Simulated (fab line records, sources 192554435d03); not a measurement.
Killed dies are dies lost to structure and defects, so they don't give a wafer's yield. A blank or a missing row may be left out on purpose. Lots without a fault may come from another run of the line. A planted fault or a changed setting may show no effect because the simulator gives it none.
A struck lot beside a sound one | flow n5_finfet | 34 steps out of a route of 1938
Sound: wafers L208.1, L208.2, L208.6. Struck: wafer L221.3. (L221.2, L221.6 of the same lot were not struck and are left out.) The cause comes at the end.
At each step with rows: each side's tool, then ch and its chambers, then its first start. Under that, the readings that differ: sound wafers | struck wafers | difference of the means | sigmas: that difference in standard deviations of wafers without a fault.
alike: readings whose means differ by less than 2 such deviations, and words and numbers that are the same on both sides. not compared: withheld readings, readings that some wafer has no value for, bounds like >300 that may hide the same value, and numbers for which the record gives no deviation and whose values overlap.
The two part at a step that has a row with sigmas, a row that says differs or no value, or rows on one side only. Numbers that don't overlap but have no deviation are shown without sigmas and don't part them. A reading that every wafer of one side lacks parts them only if that side has two wafers or more.

first, 8 steps without rows for these wafers: N5_BEOL_M4_SPUTTER_96 (material Cu, target thk 4.5 nm, time 8.29 s); N5_BEOL_M4_ECD_50 (material Cu, target thk 300 nm); N5_BEOL_M4_ANNEAL_51 (time 90 s); N5_BEOL_M4_CMP_52 (polishes, stops on SiOC, t overpolish 6.8 s, target thk 40 nm); N5_BEOL_M4_PRE_CLEAN_60 (time 15 s); N5_BEOL_M4_CO_CAP_55 (material Co, precursor CCTBA/H2, target thk 2 nm, time 102.1 s); N5_BEOL_M4_PRE_CLEAN_56 (time 15 s); N5_BEOL_M4_DEP_57 (deposits SiCN from 3MS/NH3, target thk 8 nm, time 14 s).
N5_BEOL_M5_ILD_DEP_00: deposits SiCOH lowk from DEMS/porogen, target thk 140.64 nm, time 25.9 s.
  sound on pecvd-02 ch 0,1, day 10 05:59; struck on pecvd-02 ch 0, day 13 22:39
  alike: heater_power_w, showerhead_plenum_p_Torr, throttle_valve_pct
then, 24 steps without rows for these wafers: N5_BEOL_M5_CURE_79 (cures SiCOH lowk, time 240 s); N5_BEOL_M5_PECVD_70 (deposits SiO2 from TEOS/O2, target thk 16 nm, time 18 s); N5_BEOL_M5_HM_DEP_02 (deposits TiN, target thk 20 nm); N5_BEOL_M5_COAT_59 (time 60 s, resist thk 60 nm); N5_BEOL_M5_COAT_60 (time 60 s, resist thk 12 nm); N5_BEOL_M5_COAT_71 (time 60 s, resist thk 5 nm); N5_BEOL_M5_COAT_05 (resist thk 30 nm); N5_BEOL_M5_EBR_07; N5_BEOL_M5_SOFTBAKE_06 (time 60 s); N5_BEOL_M5_EXPOSE_08 (exposes mask M5, target cd 28 nm); N5_BEOL_M5_PEB_09 (peb time 60 s); N5_BEOL_M5_DEVELOP_10 (develop time 30 s); N5_BEOL_M5_DESCUM_16 (chemistry O2, time 7 s); N5_BEOL_M5_ETCH_72 (etches underlayer in N2/H2, target depth 6.5 nm, time 5.2 s); N5_BEOL_M5_ETCH_61 (etches SiARC in CF4, target depth 15.6 nm, time 26 s); N5_BEOL_M5_ETCH_62 (etches SOC in N2/H2, target depth 75 nm, overetch 15 nm, time 112.5 s); N5_BEOL_M5_STRIP_63 (strips in N2/H2); N5_BEOL_M5_STRIP_73 (strips in N2/H2); N5_BEOL_M5_STRIP_64 (strips in CF4); N5_BEOL_M5_HM_OPEN_17 (chemistry Cl2/BCl3, target TiN, target depth 20 nm, overetch 6 nm); N5_BEOL_M5_STRIP_19 (strips in O2); N5_BEOL_M5_COAT_65 (time 60 s, resist thk 60 nm); N5_BEOL_M5_COAT_66 (time 60 s, resist thk 12 nm); N5_BEOL_M5_COAT_74 (time 60 s, resist thk 5 nm).
-- the record jumps here: 4 days lie between the struck wafers' starts before and after (it left off in module BEOL_M5 and takes up again in module PASSIVATION, whose first step shown is number 1936 of the route) --
N5_PASSIVATION_PROBE_49:
  the record has rows for the struck wafers here (prober-01, day 18 09:58) and none for the sound ones

WHERE THEY PART
Only at N5_PASSIVATION_PROBE_49, within this record.

WHY: what the simulator had put in
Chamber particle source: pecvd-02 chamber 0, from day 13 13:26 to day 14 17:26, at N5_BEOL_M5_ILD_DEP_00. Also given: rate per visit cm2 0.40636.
